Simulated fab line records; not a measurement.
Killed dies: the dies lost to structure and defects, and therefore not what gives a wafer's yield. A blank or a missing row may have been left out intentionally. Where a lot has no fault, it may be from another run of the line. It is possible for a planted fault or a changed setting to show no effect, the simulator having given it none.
What tool caused it? / flow n5_finfet / 10 lots with 30 wafers sampled at 5 steps, on a route of 1938 steps

WHAT THE GAUGES SHOWED, per wafer
The record lacks any reading of a measuring or inspecting step that a usual standard deviation could be used to judge.

EACH LOT AND THE TOOL THAT RAN IT (in order: tool; ch and the chambers of the sampled wafers; start)
lot=L135; N5_BEOL_M6_VIA_ETCH_34=rie_diel-03 ch 0,1, day 10 11:16; N5_BEOL_M6_STRIP_36=rie_diel-03 ch 0,1, day 10 11:19; N5_BEOL_M6_TRENCH_ETCH_37=rie_diel-03 ch 0,1, day 10 12:23 or earlier; N5_BEOL_M6_ALD_77=ald_metal-02 ch 0,2,3, day 10 12:23; N5_PASSIVATION_PROBE_49=prober-02, day 14 05:46
lot=L138; N5_BEOL_M6_VIA_ETCH_34=rie_diel-05 ch 0,1,2, day 11 23:46; N5_BEOL_M6_STRIP_36=rie_diel-05 ch 0,1,2, day 11 23:49; N5_BEOL_M6_TRENCH_ETCH_37=rie_diel-05 ch 0,1,2, day 12 00:46 or earlier; N5_BEOL_M6_ALD_77=ald_metal-03 ch 2,3, day 12 00:46; N5_PASSIVATION_PROBE_49=prober-01, day 15 09:13
lot=L139; N5_BEOL_M6_VIA_ETCH_34=rie_diel-06 ch 0,1,3, day 12 00:03; N5_BEOL_M6_STRIP_36=rie_diel-06 ch 0,1,3, day 12 00:06; N5_BEOL_M6_TRENCH_ETCH_37=rie_diel-06 ch 0,1,3, day 12 01:04 or earlier; N5_BEOL_M6_ALD_77=ald_metal-01 ch 0,2, day 12 01:04; N5_PASSIVATION_PROBE_49=prober-02, day 15 14:52
lot=L143; N5_BEOL_M6_VIA_ETCH_34=rie_diel-06 ch 0,1, day 12 14:26; N5_BEOL_M6_STRIP_36=rie_diel-06 ch 0,1, day 12 14:29; N5_BEOL_M6_TRENCH_ETCH_37=rie_diel-06 ch 0,1, day 12 15:47 or earlier; N5_BEOL_M6_ALD_77=ald_metal-02 ch 1,2,3, day 12 15:47; N5_PASSIVATION_PROBE_49=prober-01, day 16 03:18
lot=L149; N5_BEOL_M6_VIA_ETCH_34=rie_diel-06 ch 0,2,3, day 13 18:22; N5_BEOL_M6_STRIP_36=rie_diel-06 ch 0,2,3, day 13 18:25; N5_BEOL_M6_TRENCH_ETCH_37=rie_diel-06 ch 0,2,3, day 13 19:18 or earlier; N5_BEOL_M6_ALD_77=ald_metal-02 ch 0,1,3, day 13 19:18; N5_PASSIVATION_PROBE_49=prober-02, day 17 08:41
lot=L153; N5_BEOL_M6_VIA_ETCH_34=rie_diel-06 ch 0,1,3, day 14 09:41; N5_BEOL_M6_STRIP_36=rie_diel-06 ch 0,1,3, day 14 09:44; N5_BEOL_M6_TRENCH_ETCH_37=rie_diel-06 ch 0,1,3, day 14 10:39 or earlier; N5_BEOL_M6_ALD_77=ald_metal-03 ch 2,3, day 14 10:39; N5_PASSIVATION_PROBE_49=prober-01, day 18 03:52
lot=L152; N5_BEOL_M6_VIA_ETCH_34=rie_diel-03 ch 0,2,3, day 15 07:01; N5_BEOL_M6_STRIP_36=rie_diel-03 ch 0,2,3, day 15 07:05; N5_BEOL_M6_TRENCH_ETCH_37=rie_diel-03 ch 0,2,3, day 15 07:55 or earlier; N5_BEOL_M6_ALD_77=ald_metal-01 ch 2,3, day 15 07:55; N5_PASSIVATION_PROBE_49=prober-02, day 19 04:53
lot=L150; N5_BEOL_M6_VIA_ETCH_34=rie_diel-03 ch 0,1,2, day 15 20:08; N5_BEOL_M6_STRIP_36=rie_diel-03 ch 0,1,2, day 15 20:11; N5_BEOL_M6_TRENCH_ETCH_37=rie_diel-03 ch 0,1,2, day 15 21:04 or earlier; N5_BEOL_M6_ALD_77=ald_metal-02 ch 0,1, day 15 21:04; N5_PASSIVATION_PROBE_49=prober-02, day 19 20:11
lot=L155; N5_BEOL_M6_VIA_ETCH_34=rie_diel-05 ch 2,3, day 15 22:44; N5_BEOL_M6_STRIP_36=rie_diel-05 ch 2,3, day 15 22:48; N5_BEOL_M6_TRENCH_ETCH_37=rie_diel-05 ch 2,3, day 16 00:29 or earlier; N5_BEOL_M6_ALD_77=ald_metal-01 ch 0,1, day 16 00:29; N5_PASSIVATION_PROBE_49=prober-01, day 19 19:40
lot=L157; N5_BEOL_M6_VIA_ETCH_34=rie_diel-06 ch 1,2, day 16 23:52; N5_BEOL_M6_STRIP_36=rie_diel-06 ch 1,2, day 16 23:55; N5_BEOL_M6_TRENCH_ETCH_37=rie_diel-06 ch 1,2, day 17 02:33 or earlier; N5_BEOL_M6_ALD_77=ald_metal-03 ch 0,1, day 17 02:33; N5_PASSIVATION_PROBE_49=prober-01, day 20 20:35
- N5_BEOL_M6_VIA_ETCH_34: etches SiCOH lowk in C4F6/O2, target depth 126.3 nm, time 50.9 s.
- N5_BEOL_M6_STRIP_36: strips in N2/H2.
- N5_BEOL_M6_TRENCH_ETCH_37: etches SiCOH lowk in C4F6/O2, target depth 94.435 nm, time 31.5 s.
- N5_BEOL_M6_ALD_77: deposits TaN, target thk 2 nm, pulse time 2 s, purge time 3 s.
- N5_PASSIVATION_PROBE_49

WHAT THE TOOLS THEMSELVES READ (means of the sampled wafers that have a number; where no wafer has one, the mark that the record gives instead)
N5_BEOL_M6_VIA_ETCH_34. Usual: bias_w 185.0 W, standard deviation 0.55; drypump_motor_current_A 5.7 A, standard deviation 0.43; oes_f_703_au 0.81 a.u., standard deviation 0.093; oes_product_au 0.81 a.u., standard deviation 0.097; rf_vpp_V 661 V, standard deviation 6.3; showerhead_plenum_p_Torr 2.80 Torr, standard deviation 0.071; throttle_valve_pct 20.97 %, standard deviation 0.23.
lot=L135; tool=rie_diel-03; bias_w (W)=184.9; drypump_motor_current_A (A)=5.6; oes_f_703_au (a.u.)=0.83; oes_product_au (a.u.)=0.82; rf_vpp_V (V)=654; showerhead_plenum_p_Torr (Torr)=2.74; throttle_valve_pct (%)=21.07; flag=
lot=L138; tool=rie_diel-05; bias_w (W)=184.5; drypump_motor_current_A (A)=6.4; oes_f_703_au (a.u.)=0.78; oes_product_au (a.u.)=0.77; rf_vpp_V (V)=658; showerhead_plenum_p_Torr (Torr)=2.77; throttle_valve_pct (%)=20.84; flag=
lot=L139; tool=rie_diel-06; bias_w (W)=185.4; drypump_motor_current_A (A)=5.5; oes_f_703_au (a.u.)=0.86; oes_product_au (a.u.)=0.86; rf_vpp_V (V)=666; showerhead_plenum_p_Torr (Torr)=2.77; throttle_valve_pct (%)=21.06; flag=
lot=L143; tool=rie_diel-06; bias_w (W)=184.8; drypump_motor_current_A (A)=5.7; oes_f_703_au (a.u.)=0.84; oes_product_au (a.u.)=0.84; rf_vpp_V (V)=664; showerhead_plenum_p_Torr (Torr)=2.77; throttle_valve_pct (%)=20.97; flag=
lot=L149; tool=rie_diel-06; bias_w (W)=184.7; drypump_motor_current_A (A)=5.4; oes_f_703_au (a.u.)=0.85; oes_product_au (a.u.)=0.85; rf_vpp_V (V)=667; showerhead_plenum_p_Torr (Torr)=2.81; throttle_valve_pct (%)=20.95; flag=
lot=L153; tool=rie_diel-06; bias_w (W)=184.5; drypump_motor_current_A (A)=5.5; oes_f_703_au (a.u.)=0.83; oes_product_au (a.u.)=0.83; rf_vpp_V (V)=666; showerhead_plenum_p_Torr (Torr)=2.77; throttle_valve_pct (%)=21.09; flag=
lot=L152; tool=rie_diel-03; bias_w (W)=184.7; drypump_motor_current_A (A)=5.6; oes_f_703_au (a.u.)=0.82; oes_product_au (a.u.)=0.81; rf_vpp_V (V)=659; showerhead_plenum_p_Torr (Torr)=2.82; throttle_valve_pct (%)=20.86; flag=
lot=L150; tool=rie_diel-03; bias_w (W)=184.5; drypump_motor_current_A (A)=5.6; oes_f_703_au (a.u.)=0.80; oes_product_au (a.u.)=0.79; rf_vpp_V (V)=659; showerhead_plenum_p_Torr (Torr)=2.82; throttle_valve_pct (%)=21.04; flag=
lot=L155; tool=rie_diel-05; bias_w (W)=185.0; drypump_motor_current_A (A)=5.7; oes_f_703_au (a.u.)=0.88; oes_product_au (a.u.)=0.86; rf_vpp_V (V)=655; showerhead_plenum_p_Torr (Torr)=2.80; throttle_valve_pct (%)=21.06; flag=
lot=L157; tool=rie_diel-06; bias_w (W)=184.9; drypump_motor_current_A (A)=5.7; oes_f_703_au (a.u.)=0.71; oes_product_au (a.u.)=0.71; rf_vpp_V (V)=660; showerhead_plenum_p_Torr (Torr)=2.75; throttle_valve_pct (%)=21.07; flag=

N5_BEOL_M6_STRIP_36. Usual: bias_power_w 7.000 W, standard deviation 0.021; drypump_motor_current_A 5.7 A, standard deviation 0.43; oes_product_au 0.81 a.u., standard deviation 0.098; rf_vpp_V 59.0 V, standard deviation 1.4; showerhead_plenum_p_Torr 2.49 Torr, standard deviation 0.068; temp_c 40.01 C, standard deviation 0.12; throttle_valve_pct 23.82 %, standard deviation 0.24.
lot=L135; tool=rie_diel-03; bias_power_w (W)=7.009; drypump_motor_current_A (A)=5.6; oes_product_au (a.u.)=0.82; rf_vpp_V (V)=60.1; showerhead_plenum_p_Torr (Torr)=2.44; temp_c (C)=40.03; throttle_valve_pct (%)=24.00; flag=
lot=L138; tool=rie_diel-05; bias_power_w (W)=6.983; drypump_motor_current_A (A)=6.4; oes_product_au (a.u.)=0.78; rf_vpp_V (V)=59.4; showerhead_plenum_p_Torr (Torr)=2.47; temp_c (C)=40.06; throttle_valve_pct (%)=23.70; flag=
lot=L139; tool=rie_diel-06; bias_power_w (W)=7.013; drypump_motor_current_A (A)=5.5; oes_product_au (a.u.)=0.85; rf_vpp_V (V)=58.4; showerhead_plenum_p_Torr (Torr)=2.46; temp_c (C)=39.92; throttle_valve_pct (%)=23.79; flag=
lot=L143; tool=rie_diel-06; bias_power_w (W)=7.016; drypump_motor_current_A (A)=5.7; oes_product_au (a.u.)=0.83; rf_vpp_V (V)=58.7; showerhead_plenum_p_Torr (Torr)=2.46; temp_c (C)=40.12; throttle_valve_pct (%)=23.69; flag=
lot=L149; tool=rie_diel-06; bias_power_w (W)=7.023; drypump_motor_current_A (A)=5.4; oes_product_au (a.u.)=0.85; rf_vpp_V (V)=58.1; showerhead_plenum_p_Torr (Torr)=2.50; temp_c (C)=39.96; throttle_valve_pct (%)=23.80; flag=
lot=L153; tool=rie_diel-06; bias_power_w (W)=7.019; drypump_motor_current_A (A)=5.5; oes_product_au (a.u.)=0.83; rf_vpp_V (V)=59.3; showerhead_plenum_p_Torr (Torr)=2.45; temp_c (C)=40.16; throttle_valve_pct (%)=23.84; flag=
lot=L152; tool=rie_diel-03; bias_power_w (W)=6.998; drypump_motor_current_A (A)=5.6; oes_product_au (a.u.)=0.81; rf_vpp_V (V)=58.5; showerhead_plenum_p_Torr (Torr)=2.52; temp_c (C)=40.06; throttle_valve_pct (%)=23.73; flag=
lot=L150; tool=rie_diel-03; bias_power_w (W)=7.003; drypump_motor_current_A (A)=5.7; oes_product_au (a.u.)=0.78; rf_vpp_V (V)=60.0; showerhead_plenum_p_Torr (Torr)=2.51; temp_c (C)=39.99; throttle_valve_pct (%)=23.95; flag=
lot=L155; tool=rie_diel-05; bias_power_w (W)=6.996; drypump_motor_current_A (A)=5.7; oes_product_au (a.u.)=0.87; rf_vpp_V (V)=58.6; showerhead_plenum_p_Torr (Torr)=2.49; temp_c (C)=40.15; throttle_valve_pct (%)=23.93; flag=
lot=L157; tool=rie_diel-06; bias_power_w (W)=6.993; drypump_motor_current_A (A)=5.7; oes_product_au (a.u.)=0.72; rf_vpp_V (V)=59.1; showerhead_plenum_p_Torr (Torr)=2.45; temp_c (C)=40.01; throttle_valve_pct (%)=23.84; flag=

N5_BEOL_M6_TRENCH_ETCH_37. Usual: bias_w 185.0 W, standard deviation 0.55; drypump_motor_current_A 5.7 A, standard deviation 0.43; oes_f_703_au 0.81 a.u., standard deviation 0.093; oes_product_au 0.81 a.u., standard deviation 0.098; rf_vpp_V 661 V, standard deviation 6.2; showerhead_plenum_p_Torr 2.80 Torr, standard deviation 0.071; throttle_valve_pct 21.01 %, standard deviation 0.23.
lot=L135; tool=rie_diel-03; bias_w (W)=184.3; drypump_motor_current_A (A)=5.6; oes_f_703_au (a.u.)=0.83; oes_product_au (a.u.)=0.82; rf_vpp_V (V)=654; showerhead_plenum_p_Torr (Torr)=2.74; throttle_valve_pct (%)=21.10; flag=
lot=L138; tool=rie_diel-05; bias_w (W)=185.3; drypump_motor_current_A (A)=6.4; oes_f_703_au (a.u.)=0.78; oes_product_au (a.u.)=0.77; rf_vpp_V (V)=658; showerhead_plenum_p_Torr (Torr)=2.77; throttle_valve_pct (%)=20.88; flag=
lot=L139; tool=rie_diel-06; bias_w (W)=184.9; drypump_motor_current_A (A)=5.5; oes_f_703_au (a.u.)=0.85; oes_product_au (a.u.)=0.87; rf_vpp_V (V)=666; showerhead_plenum_p_Torr (Torr)=2.77; throttle_valve_pct (%)=21.10; flag=
lot=L143; tool=rie_diel-06; bias_w (W)=185.1; drypump_motor_current_A (A)=5.7; oes_f_703_au (a.u.)=0.84; oes_product_au (a.u.)=0.83; rf_vpp_V (V)=665; showerhead_plenum_p_Torr (Torr)=2.77; throttle_valve_pct (%)=21.02; flag=
lot=L149; tool=rie_diel-06; bias_w (W)=185.0; drypump_motor_current_A (A)=5.4; oes_f_703_au (a.u.)=0.84; oes_product_au (a.u.)=0.86; rf_vpp_V (V)=667; showerhead_plenum_p_Torr (Torr)=2.81; throttle_valve_pct (%)=20.97; flag=
lot=L153; tool=rie_diel-06; bias_w (W)=185.5; drypump_motor_current_A (A)=5.5; oes_f_703_au (a.u.)=0.82; oes_product_au (a.u.)=0.83; rf_vpp_V (V)=667; showerhead_plenum_p_Torr (Torr)=2.77; throttle_valve_pct (%)=21.11; flag=
lot=L152; tool=rie_diel-03; bias_w (W)=185.2; drypump_motor_current_A (A)=5.6; oes_f_703_au (a.u.)=0.82; oes_product_au (a.u.)=0.80; rf_vpp_V (V)=658; showerhead_plenum_p_Torr (Torr)=2.82; throttle_valve_pct (%)=20.89; flag=
lot=L150; tool=rie_diel-03; bias_w (W)=185.3; drypump_motor_current_A (A)=5.7; oes_f_703_au (a.u.)=0.80; oes_product_au (a.u.)=0.78; rf_vpp_V (V)=659; showerhead_plenum_p_Torr (Torr)=2.81; throttle_valve_pct (%)=21.08; flag=
lot=L155; tool=rie_diel-05; bias_w (W)=185.3; drypump_motor_current_A (A)=5.7; oes_f_703_au (a.u.)=0.88; oes_product_au (a.u.)=0.87; rf_vpp_V (V)=656; showerhead_plenum_p_Torr (Torr)=2.80; throttle_valve_pct (%)=21.09; flag=
lot=L157; tool=rie_diel-06; bias_w (W)=185.3; drypump_motor_current_A (A)=5.7; oes_f_703_au (a.u.)=0.71; oes_product_au (a.u.)=0.72; rf_vpp_V (V)=658; showerhead_plenum_p_Torr (Torr)=2.75; throttle_valve_pct (%)=21.12; flag=

N5_BEOL_M6_ALD_77. Usual: heater_power_w reads 396 W (standard deviation 28).
lot=L135; tool=ald_metal-02; heater_power_w (W)=393; flag=
lot=L138; tool=ald_metal-03; heater_power_w (W)=412; flag=
lot=L139; tool=ald_metal-01; heater_power_w (W)=370; flag=
lot=L143; tool=ald_metal-02; heater_power_w (W)=404; flag=
lot=L149; tool=ald_metal-02; heater_power_w (W)=398; flag=
lot=L153; tool=ald_metal-03; heater_power_w (W)=432; flag=
lot=L152; tool=ald_metal-01; heater_power_w (W)=392; flag=
lot=L150; tool=ald_metal-02; heater_power_w (W)=408; flag=
lot=L155; tool=ald_metal-01; heater_power_w (W)=374; flag=
lot=L157; tool=ald_metal-03; heater_power_w (W)=404; flag=

N5_PASSIVATION_PROBE_49. Usual: defect_limited_yield 91.1 %, standard deviation 1.4; killed_at_M0_to_M3 34, standard deviation 10; killed_at_M4_up 14, standard deviation 5.5; killed_at_contacts 12, standard deviation 5.1; killed_at_front_end 41, standard deviation 12; killed_at_other 4, standard deviation 3.1; killed_dies 105, standard deviation 17; killed_open 70, standard deviation 13; killed_short 33, standard deviation 7.6; sort_bin_5_function 5.3 %, standard deviation 0.98; sort_bin_6_memory 3.3 %, standard deviation 0.67; sort_n_pass 1075, standard deviation 17; sort_yield_pct 91.1 %, standard deviation 1.4.
lot=L135; tool=prober-02; defect_limited_yield (%)=90.9; killed_at_M0_to_M3=45; killed_at_M4_up=8; killed_at_contacts=14; killed_at_front_end=38; killed_at_other=3; killed_dies=107; killed_open=73; killed_short=30; sort_bin_5_function (%)=4.7; sort_bin_6_memory (%)=4.1; sort_n_pass=1073; sort_yield_pct (%)=90.9; flag=
lot=L138; tool=prober-01; defect_limited_yield (%)=90.3; killed_at_M0_to_M3=35; killed_at_M4_up=11; killed_at_contacts=8; killed_at_front_end=54; killed_at_other=7; killed_dies=114; killed_open=76; killed_short=35; sort_bin_5_function (%)=5.6; sort_bin_6_memory (%)=3.8; sort_n_pass=1066; sort_yield_pct (%)=90.3; flag=
lot=L139; tool=prober-02; defect_limited_yield (%)=91.3; killed_at_M0_to_M3=37; killed_at_M4_up=17; killed_at_contacts=9; killed_at_front_end=33; killed_at_other=6; killed_dies=103; killed_open=68; killed_short=34; sort_bin_5_function (%)=5.0; sort_bin_6_memory (%)=3.5; sort_n_pass=1077; sort_yield_pct (%)=91.3; flag=
lot=L143; tool=prober-01; defect_limited_yield (%)=91.5; killed_at_M0_to_M3=27; killed_at_M4_up=9; killed_at_contacts=9; killed_at_front_end=54; killed_at_other=1; killed_dies=100; killed_open=66; killed_short=34; sort_bin_5_function (%)=4.9; sort_bin_6_memory (%)=3.2; sort_n_pass=1080; sort_yield_pct (%)=91.5; flag=
lot=L149; tool=prober-02; defect_limited_yield (%)=91.4; killed_at_M0_to_M3=32; killed_at_M4_up=12; killed_at_contacts=14; killed_at_front_end=42; killed_at_other=1; killed_dies=101; killed_open=69; killed_short=30; sort_bin_5_function (%)=5.0; sort_bin_6_memory (%)=3.2; sort_n_pass=1079; sort_yield_pct (%)=91.4; flag=
lot=L153; tool=prober-01; defect_limited_yield (%)=90.6; killed_at_M0_to_M3=31; killed_at_M4_up=13; killed_at_contacts=16; killed_at_front_end=47; killed_at_other=5; killed_dies=111; killed_open=77; killed_short=34; sort_bin_5_function (%)=5.5; sort_bin_6_memory (%)=3.6; sort_n_pass=1069; sort_yield_pct (%)=90.6; flag=
lot=L152; tool=prober-02; defect_limited_yield (%)=91.8; killed_at_M0_to_M3=34; killed_at_M4_up=14; killed_at_contacts=9; killed_at_front_end=33; killed_at_other=6; killed_dies=96; killed_open=62; killed_short=31; sort_bin_5_function (%)=5.1; sort_bin_6_memory (%)=2.7; sort_n_pass=1084; sort_yield_pct (%)=91.8; flag=
lot=L150; tool=prober-02; defect_limited_yield (%)=92.1; killed_at_M0_to_M3=24; killed_at_M4_up=13; killed_at_contacts=16; killed_at_front_end=31; killed_at_other=9; killed_dies=93; killed_open=64; killed_short=27; sort_bin_5_function (%)=4.6; sort_bin_6_memory (%)=3.1; sort_n_pass=1087; sort_yield_pct (%)=92.1; flag=
lot=L155; tool=prober-01; defect_limited_yield (%)=91.1; killed_at_M0_to_M3=37; killed_at_M4_up=12; killed_at_contacts=10; killed_at_front_end=43; killed_at_other=2; killed_dies=105; killed_open=72; killed_short=31; sort_bin_5_function (%)=5.2; sort_bin_6_memory (%)=3.5; sort_n_pass=1075; sort_yield_pct (%)=91.1; flag=
lot=L157; tool=prober-01; defect_limited_yield (%)=90.6; killed_at_M0_to_M3=42; killed_at_M4_up=17; killed_at_contacts=11; killed_at_front_end=39; killed_at_other=0; killed_dies=110; killed_open=72; killed_short=38; sort_bin_5_function (%)=5.2; sort_bin_6_memory (%)=3.9; sort_n_pass=1070; sort_yield_pct (%)=90.6; flag=

THE ANSWER, worked out from the rows above alone
Rule: take the mean of a lot's wafers that have a number; if it is more than 3 standard deviations from the usual mean, the lot is off. A lot without any number at a reading at which 4 lots or more have one is off too. The other lots that the step has rows for count as sound. Order of review: gauges by route order, followed by the tools' own readings, for which a lot's mean as printed above is used. At the first step where some lot is off, the reading lying furthest off is the one used; lots without a number count as furthest.
None of the lots is off at any reading shown; this tells nothing.

WHAT THE SIMULATOR HAD PUT IN
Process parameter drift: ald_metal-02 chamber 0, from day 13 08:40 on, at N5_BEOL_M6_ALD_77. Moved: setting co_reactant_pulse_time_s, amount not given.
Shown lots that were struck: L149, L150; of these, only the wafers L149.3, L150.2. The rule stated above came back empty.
